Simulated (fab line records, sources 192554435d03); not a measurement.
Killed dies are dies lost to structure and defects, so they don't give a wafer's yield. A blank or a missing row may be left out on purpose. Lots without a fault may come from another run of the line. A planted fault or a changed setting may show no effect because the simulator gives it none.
Split-lot experiment | flow n5_finfet | 7 lots, 21 wafers read, on a route of 1938 steps

THE SPLIT
At N5_HKMG_FIN_ETCH_55 (etches SOC in N2/H2, target depth 240 nm, time 300 s), the setting time_s was moved away from the recipe's 300 s on 5 of the 21 wafers read, by -19.4% to +15.9%. The other wafers ran this setting at the recipe's value.

The reading is taken at the split's own step.

THE READING
etch.depth_nm (the simulator's own value, which no gauge read), in nm, at N5_HKMG_FIN_ETCH_55 (etches SOC in N2/H2, target depth 240 nm, time 300 s). The file gives no usual value for it. The 16 wafers here that ran the recipe average 239.0 nm, standard deviation 6.7 nm.

wafer  | tool, chamber at the split | time_s as run, s | against the recipe | etch.depth_nm, nm | against lot-mates on the recipe
L076.1 | rie_diel-05, 2             | 300              | recipe             | 231               | -
L076.5 | rie_diel-05, 1             | 300              | recipe             | 247.5             | -
L076.6 | rie_diel-05, 2             | 300              | recipe             | 230.7             | -
L080.2 | rie_diel-01, 2             | 347.6            | +15.9%             | 262.6             | +27.3
L080.4 | rie_diel-01, 0             | 347.6            | +15.9%             | 279.4             | +44.1
L080.5 | rie_diel-01, 3             | 300              | recipe             | 235.3             | -
L081.2 | rie_diel-01, 3             | 300              | recipe             | 234.9             | -
L081.3 | rie_diel-01, 0             | 300              | recipe             | 244.8             | -
L081.4 | rie_diel-01, 1             | 300              | recipe             | 239.8             | -
L084.3 | rie_diel-05, 1             | 300              | recipe             | 245.6             | -
L084.5 | rie_diel-05, 3             | 300              | recipe             | 244.7             | -
L084.6 | rie_diel-05, 2             | 343.9            | +14.6%             | 264.9             | +19.8
L091.1 | rie_diel-01, 3             | 300              | recipe             | 231.8             | -
L091.4 | rie_diel-01, 1             | 300              | recipe             | 235.7             | -
L091.5 | rie_diel-01, 3             | 300              | recipe             | 231.3             | -
L093.3 | rie_diel-02, 0             | 300              | recipe             | 240.7             | -
L093.5 | rie_diel-02, 2             | 300              | recipe             | 234.1             | -
L093.6 | rie_diel-02, 3             | 300              | recipe             | 253.7             | -
L094.1 | rie_diel-05, 3             | 300              | recipe             | 243               | -
L094.2 | rie_diel-05, 0             | 241.8            | -19.4%             | 209.7             | -33.3
L094.5 | rie_diel-05, 3             | 241.8            | -19.4%             | 195.3             | -47.7

THE FIT
A straight line over all 21 wafers: etch.depth_nm changes by +1.91 nm for each +1% of time_s; r = +0.92; the points scatter about the line by 7.2 nm.
The same after taking each lot's own level away (the mean of its wafers on the recipe; 21 wafers): +2.04 nm for each +1%; r = +0.94; scatter 6.5 nm.
On that fit, the largest move of time_s shifts the reading by 40 nm.
The lots' own levels span 232.93 to 245.15 nm, that is 1.8 times the standard deviation above.
So the lot-to-lot level changes the slope little: the two slopes agree.
Check: with one of the wafers moved furthest among these (-19.4%) left out of the fit, the line predicts -42.7 nm for it against its lot-mates. It came out at -33.3 nm against them.

OTHER SPLITS ON THESE WAFERS
These wafers also went through other splits before the reading. Each is held against what the fit with the lots' levels taken away leaves over:
other split on the same wafers     | wafers away from the commonest value | r with etch.depth_nm (lot level and that fit taken away)
N5_SD_EPI_P_ETCH_16 target_depth_a | 5                                    | -0.07

THE WHOLE CHAIN: every reading that the file lists as answering this split, in the file's order
step                | what it does                                         | reading                                                                    | change (the file's fit)              | r (the file's)
N5_HKMG_FIN_ETCH_55 | etches SOC in N2/H2, target depth 240 nm, time 300 s | HKMG_FIN.feature_depth_nm (the simulator's own value, which no gauge read) | +1.94 nm for each +1% of the setting | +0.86
N5_HKMG_FIN_ETCH_55 | etches SOC in N2/H2, target depth 240 nm, time 300 s | etch.depth_nm (the simulator's own value, which no gauge read)             | +1.95 nm for each +1% of the setting | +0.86

THE FILE'S OWN FIT
etch.depth_nm changes by +1.95 nm for each +1% of time_s, r = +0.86.
